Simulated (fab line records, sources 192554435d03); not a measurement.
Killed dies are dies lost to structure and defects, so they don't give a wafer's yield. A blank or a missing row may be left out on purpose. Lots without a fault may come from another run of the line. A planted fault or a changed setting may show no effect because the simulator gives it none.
Chamber matching | flow n5_finfet | N5_BEOL_M5_STRIP_19 on rie_diel-04: 4 sister chambers
The step strips in O2. 18 wafers are shown with their chamber, then 9 later ones without.

WAFERS WITH THEIR CHAMBER
wafer  | chamber | drypump_motor_current_A (A) | showerhead_plenum_p_Torr (Torr) | throttle_valve_pct (%)
L075.3 | 2       | 5.7                         | 2.02                            | 16.70
L075.4 | 0       | 5.6                         | 2.07                            | 16.67
L075.6 | 3       | 5.4                         | 2.19                            | 16.89
L077.1 | 0       | 5.6                         | 2.07                            | 16.68
L077.4 | 1       | 5.0                         | 2.06                            | 16.91
L077.5 | 2       | 5.7                         | 2.02                            | 16.70
L079.2 | 1       | 5.0                         | 2.06                            | 16.93
L079.3 | 2       | 5.7                         | 2.02                            | 16.72
L079.6 | 2       | 5.7                         | 2.02                            | 16.71
L080.3 | 2       | 5.7                         | 2.01                            | 16.74
L080.5 | 2       | 5.7                         | 2.01                            | 16.74
L080.6 | 3       | 5.4                         | 2.19                            | 16.91
L082.1 | 1       | 5.0                         | 2.05                            | 16.94
L082.4 | 0       | 5.6                         | 2.07                            | 16.68
L082.5 | 3       | 5.4                         | 2.18                            | 16.92
L087.1 | 2       | 5.8                         | 2.01                            | 16.75
L087.2 | 1       | 5.0                         | 2.05                            | 16.45
L087.5 | 0       | 5.6                         | 2.07                            | 16.71

SIGNATURES (means of the wafers above)
reading                  | chamber 0 | chamber 1 | chamber 2 | chamber 3 | scatter within a chamber
drypump_motor_current_A  | 5.600     | 5.000     | 5.714     | 5.400     | 0.0247
showerhead_plenum_p_Torr | 2.0700    | 2.0550    | 2.0157    | 2.1867    | 0.00491
throttle_valve_pct       | 16.6850   | 16.8075   | 16.7229   | 16.9067   | 0.112
Rule: a wafer's distance from a chamber is the root of the sum, over the readings, of the square of ((its reading less the chamber's mean) divided by the reading's scatter). The wafer belongs to the nearest chamber; if the next one is less than 2 further off, it can't be placed. The scatter: the root of (the sum of the squares of (reading less its chamber's mean) over the shown wafers, divided by (wafers less chambers)).

WAFERS WITHOUT THEIR CHAMBER
wafer  | drypump_motor_current_A (A) | showerhead_plenum_p_Torr (Torr) | throttle_valve_pct (%)
L092.1 | 5.6                         | 2.06                            | 16.71
L092.2 | 5.0                         | 2.05                            | 16.46
L092.5 | 5.7                         | 2.01                            | 16.79
L093.3 | 5.0                         | 2.05                            | 16.49
L093.4 | 5.7                         | 2.01                            | 16.77
L093.6 | 5.0                         | 2.05                            | 16.46
L096.2 | 5.7                         | 2.00                            | 16.80
L096.3 | 5.0                         | 2.05                            | 16.48
L096.4 | 5.6                         | 2.06                            | 16.75

WHICH CHAMBER EACH WENT THROUGH
wafer  | from the rows above | in truth
L092.1 | 0                   | 0
L092.2 | 1                   | 1
L092.5 | 2                   | 2
L093.3 | 1                   | 1
L093.4 | 2                   | 2
L093.6 | 1                   | 1
L096.2 | 2                   | 2
L096.3 | 1                   | 1
L096.4 | 0                   | 0
Placed correctly: 9 of 9. Can't be placed from these rows: 0. Placed wrongly: 0.
